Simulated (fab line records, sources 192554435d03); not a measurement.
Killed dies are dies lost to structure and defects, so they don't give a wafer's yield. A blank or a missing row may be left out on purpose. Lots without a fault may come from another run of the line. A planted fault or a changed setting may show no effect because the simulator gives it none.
Which tool did it? | flow n5_finfet | 10 lots, 27 wafers sampled, at 6 steps of a route of 1938

WHAT THE GAUGES READ, wafer by wafer
N5_BEOL_M0_RS_MEAS_126: measures by four-point-probe. Usual: M0_RS 0.531 ohm/sq, standard deviation 0.019.
lot  | measured     | on            | M0_RS (ohm/sq)    | flag
L368 | day 6 10:27  | film_metro-02 | 0.513 0.527 0.505 |
L370 | day 6 15:22  | film_metro-02 | 0.517 0.526 0.523 |
L374 | day 7 14:23  | film_metro-02 | 0.528 0.521 0.526 |
L376 | day 8 06:22  | film_metro-02 | 0.528 0.521 0.512 |
L378 | day 8 13:31  | film_metro-02 | 0.535 0.507 0.519 |
L379 | day 9 06:31  | film_metro-01 | 0.563 0.536 0.538 |
L381 | day 9 13:07  | film_metro-01 | 0.537 0.552 0.527 |
L384 | day 10 09:27 | film_metro-01 | 0.526 0.723       | OFF
L387 | day 10 19:49 | film_metro-01 | 0.542 0.712       | OFF
L388 | day 11 07:07 | film_metro-02 | 0.770 0.831       | OFF

N5_BEOL_M4_RC_MEAS_101. Usual: DIBL_N 35.4 mV/V, standard deviation 2.1; DIBL_P 34.8 mV/V, standard deviation 2.6; IOFF_N 0.15 nA/um, standard deviation 0.037; IOFF_P 0.19 nA/um, standard deviation 0.037; ION_N 677 uA/um, standard deviation 16; ION_P 462 uA/um, standard deviation 9.3; SS_N 71.4 mV/dec, standard deviation 0.75; SS_P 72.9 mV/dec, standard deviation 0.77; VT_N 250 mV, standard deviation 3.7; VT_P -251 mV, standard deviation 3.5.
lot  | measured     | on        | DIBL_N (mV/V)  | DIBL_P (mV/V)  | IOFF_N (nA/um) | IOFF_P (nA/um) | ION_N (uA/um) | ION_P (uA/um) | SS_N (mV/dec)  | SS_P (mV/dec)  | VT_N (mV)   | VT_P (mV)      | flag
L368 | day 8 15:29  | prober-01 | 35.6 39.3 37.9 | 34.3 38.9 37.1 | 0.13 0.22 0.19 | 0.14 0.20 0.18 | 654 684 686   | 441 455 455   | 71.5 73.0 72.5 | 72.4 73.8 73.3 | 255 247 249 | -257 -256 -254 |
L370 | day 9 05:58  | prober-01 | 35.3 36.9 31.4 | 35.4 36.0 29.3 | 0.15 0.16 0.09 | 0.19 0.18 0.12 | 690 677 657   | 464 453 449   | 71.8 71.4 70.0 | 73.3 72.7 71.3 | 245 250 256 | -253 -255 -259 |
L374 | day 9 10:58  | prober-01 | 34.8 37.2 34.0 | 33.8 36.0 32.3 | 0.13 0.16 0.12 | 0.16 0.18 0.13 | 664 678 660   | 456 457 448   | 71.1 71.7 70.9 | 73.1 73.2 71.5 | 251 248 255 | -257 -253 -257 |
L376 | day 10 10:04 | prober-01 | 35.4 33.4 37.0 | 34.8 32.0 37.2 | 0.16 0.12 0.20 | 0.21 0.17 0.26 | 662 666 682   | 463 464 465   | 71.6 71.6 73.0 | 72.6 72.0 73.6 | 246 251 245 | -248 -251 -245 |
L378 | day 10 15:20 | prober-01 | 36.0 36.2 37.3 | 34.6 34.6 35.1 | 0.13 0.15 0.15 | 0.21 0.20 0.19 | 649 677 661   | 450 466 450   | 71.0 71.3 71.3 | 73.0 73.2 72.4 | 250 246 249 | -251 -252 -251 |
L379 | day 11 11:31 | prober-02 | 34.3 39.5 32.7 | 34.2 41.3 31.6 | 0.13 0.25 0.11 | 0.17 0.31 0.14 | 660 712 669   | 454 480 457   | 71.3 72.6 70.9 | 71.9 74.3 72.1 | 251 242 253 | -253 -243 -254 |
L381 | day 11 12:50 | prober-01 | 35.2 35.3 33.4 | 34.9 34.9 32.1 | 0.15 0.14 0.12 | 0.21 0.21 0.17 | 683 679 674   | 467 469 462   | 71.2 71.3 71.4 | 73.5 73.1 72.2 | 248 249 254 | -248 -249 -250 |
L384 | day 12 14:50 | prober-01 | 37.6 35.6      | 37.1 36.4      | 0.17 0.13      | 0.22 0.20      | 678 662       | 467 464       | 71.9 71.2      | 73.8 72.4      | 248 254     | -246 -250      |
L387 | day 12 22:39 | prober-01 | 36.2 37.8      | 36.9 38.8      | 0.18 0.20      | 0.22 0.24      | 694 696       | 472 471       | 72.3 72.2      | 72.9 73.0      | 247 245     | -249 -245      |
L388 | day 13 15:20 | prober-01 | 35.9 39.2      | 34.1 39.1      | 0.13 0.20      | 0.15 0.22      | 656 709       | 449 469       | 71.6 72.2      | 72.8 74.6      | 255 245     | -254 -253      |

WHICH TOOL RAN EACH LOT (tool, then ch and the chambers of the sampled wafers, then the start)
lot  | N5_BEOL_M0_SAQP_ILD_DEP_01     | N5_BEOL_M0_DEGAS_112         | N5_BEOL_M0_SURFACE_TREAT_137 | N5_BEOL_M1_PECVD_72
L368 | pecvd-02 ch 0,1,2, day 5 15:47 | pvd_sputter-03, day 6 06:42  | pvd_sputter-02, day 6 07:10  | pecvd-04 ch 0,1,2, day 6 10:38
L370 | pecvd-01 ch 1,2, day 6 03:32   | pvd_sputter-01, day 6 13:28  | pvd_sputter-02, day 6 13:47  | pecvd-01 ch 1,2, day 6 15:32
L374 | pecvd-02 ch 0,1,2, day 6 23:07 | pvd_sputter-03, day 7 11:46  | pvd_sputter-02, day 7 12:10  | pecvd-01 ch 0,2, day 7 14:33
L376 | pecvd-02 ch 0,1, day 7 18:22   | pvd_sputter-02, day 8 04:20  | pvd_sputter-01, day 8 04:43  | pecvd-01 ch 0,2, day 8 06:33
L378 | pecvd-02 ch 1,2, day 7 21:22   | pvd_sputter-03, day 8 11:31  | pvd_sputter-02, day 8 11:52  | pecvd-04 ch 0,2, day 8 13:41
L379 | pecvd-02 ch 0,1, day 8 08:53   | pvd_sputter-03, day 9 04:31  | pvd_sputter-01, day 9 04:53  | pecvd-03 ch 0,1, day 9 06:41
L381 | pecvd-04 ch 0,2, day 9 00:05   | pvd_sputter-03, day 9 11:06  | pvd_sputter-03, day 9 11:28  | pecvd-03 ch 0,1,2, day 9 13:17
L384 | pecvd-02 ch 1,2, day 9 18:14   | pvd_sputter-03, day 10 07:01 | pvd_sputter-03, day 10 07:25 | pecvd-01 ch 0, day 10 09:37
L387 | pecvd-02 ch 2, day 10 06:59    | pvd_sputter-03, day 10 17:40 | pvd_sputter-03, day 10 18:05 | pecvd-01 ch 2, day 10 20:01
L388 | pecvd-02 ch 1,2, day 10 16:02  | pvd_sputter-02, day 11 04:46 | pvd_sputter-03, day 11 05:08 | pecvd-04 ch 1,2, day 11 07:17
- N5_BEOL_M0_SAQP_ILD_DEP_01: deposits SiOC from DEMS/O2, target thk 45.419 nm, time 8.7 s.
- N5_BEOL_M0_DEGAS_112: time 60 s.
- N5_BEOL_M0_SURFACE_TREAT_137
- N5_BEOL_M1_PECVD_72: deposits SiO2 from TEOS/O2, target thk 16 nm, time 18 s.

WHAT THE TOOLS THEMSELVES READ (means of the sampled wafers that have a number; where no wafer has one, the mark that the record gives instead)
N5_BEOL_M0_SAQP_ILD_DEP_01. Usual: heater_power_w 483 W, standard deviation 58; showerhead_plenum_p_Torr 5.699 Torr, standard deviation 0.016; throttle_valve_pct 11.9 %, standard deviation 0.75.
lot  | tool     | heater_power_w (W) | showerhead_plenum_p_Torr (Torr) | throttle_valve_pct (%) | flag
L368 | pecvd-02 | 449                | 5.712                           | 12.4                   |
L370 | pecvd-01 | 441                | 5.697                           | 12.4                   |
L374 | pecvd-02 | 455                | 5.708                           | 12.2                   |
L376 | pecvd-02 | 429                | 5.713                           | 12.8                   |
L378 | pecvd-02 | 459                | 5.709                           | 12.1                   |
L379 | pecvd-02 | 483                | 5.706                           | 12.5                   |
L381 | pecvd-04 | 492                | 5.689                           | 11.0                   |
L384 | pecvd-02 | 438                | 5.706                           | 12.4                   |
L387 | pecvd-02 | 460                | 5.713                           | 11.5                   |
L388 | pecvd-02 | 432                | 5.708                           | 12.4                   |

N5_BEOL_M0_DEGAS_112. Usual: heater_power_w 336 W, standard deviation 23.
lot  | tool           | heater_power_w (W) | flag
L368 | pvd_sputter-03 | 339                |
L370 | pvd_sputter-01 | 307                |
L374 | pvd_sputter-03 | 327                |
L376 | pvd_sputter-02 | 342                |
L378 | pvd_sputter-03 | 348                |
L379 | pvd_sputter-03 | 343                |
L381 | pvd_sputter-03 | 339                |
L384 | pvd_sputter-03 | 364                |
L387 | pvd_sputter-03 | 317                |
L388 | pvd_sputter-02 | 327                |

N5_BEOL_M1_PECVD_72. Usual: heater_power_w 740 W, standard deviation 89; showerhead_plenum_p_Torr 8.76 Torr, standard deviation 0.06; throttle_valve_pct 21.7 %, standard deviation 1.2.
lot  | tool     | heater_power_w (W) | showerhead_plenum_p_Torr (Torr) | throttle_valve_pct (%) | flag
L368 | pecvd-04 | 740                | 8.77                            | 21.0                   |
L370 | pecvd-01 | 676                | 8.74                            | 23.5                   |
L374 | pecvd-01 | 715                | 8.78                            | 22.3                   |
L376 | pecvd-01 | 707                | 8.76                            | 21.9                   |
L378 | pecvd-04 | 697                | 8.75                            | 20.9                   |
L379 | pecvd-03 | 718                | 8.69                            | 22.6                   |
L381 | pecvd-03 | 764                | 8.74                            | 22.0                   |
L384 | pecvd-01 | 899                | 8.77                            | 20.8                   |
L387 | pecvd-01 | 614                | 8.77                            | 19.6                   |
L388 | pecvd-04 | 764                | 8.80                            | 21.1                   |

THE ANSWER, worked out from the rows above alone
Rule: a lot is off if the mean of its wafers that have a number lies more than 3 standard deviations from the usual mean. A lot without any number at a reading at which 4 lots or more have one is off too. The other lots that the step has rows for count as sound. The gauges are gone through in route order, then the tools' own readings, and for those a lot's mean is taken as printed above. The first step at which some lot is off is used, and at that step the reading that is off furthest; a lot without a number counts as furthest.
Off: L384, L387, L388, at N5_BEOL_M0_RS_MEAS_126 (M0_RS).
A tool fits if, at a process step before that reading, it ran every lot that is off, and no sound lot after the first of them. The gauges at N5_BEOL_M0_RS_MEAS_126 are tried like those tools. Can't be told from this: 2 tools fit, pecvd-02 at N5_BEOL_M0_SAQP_ILD_DEP_01, pvd_sputter-03 at N5_BEOL_M0_SURFACE_TREAT_137.

WHAT THE SIMULATOR HAD PUT IN
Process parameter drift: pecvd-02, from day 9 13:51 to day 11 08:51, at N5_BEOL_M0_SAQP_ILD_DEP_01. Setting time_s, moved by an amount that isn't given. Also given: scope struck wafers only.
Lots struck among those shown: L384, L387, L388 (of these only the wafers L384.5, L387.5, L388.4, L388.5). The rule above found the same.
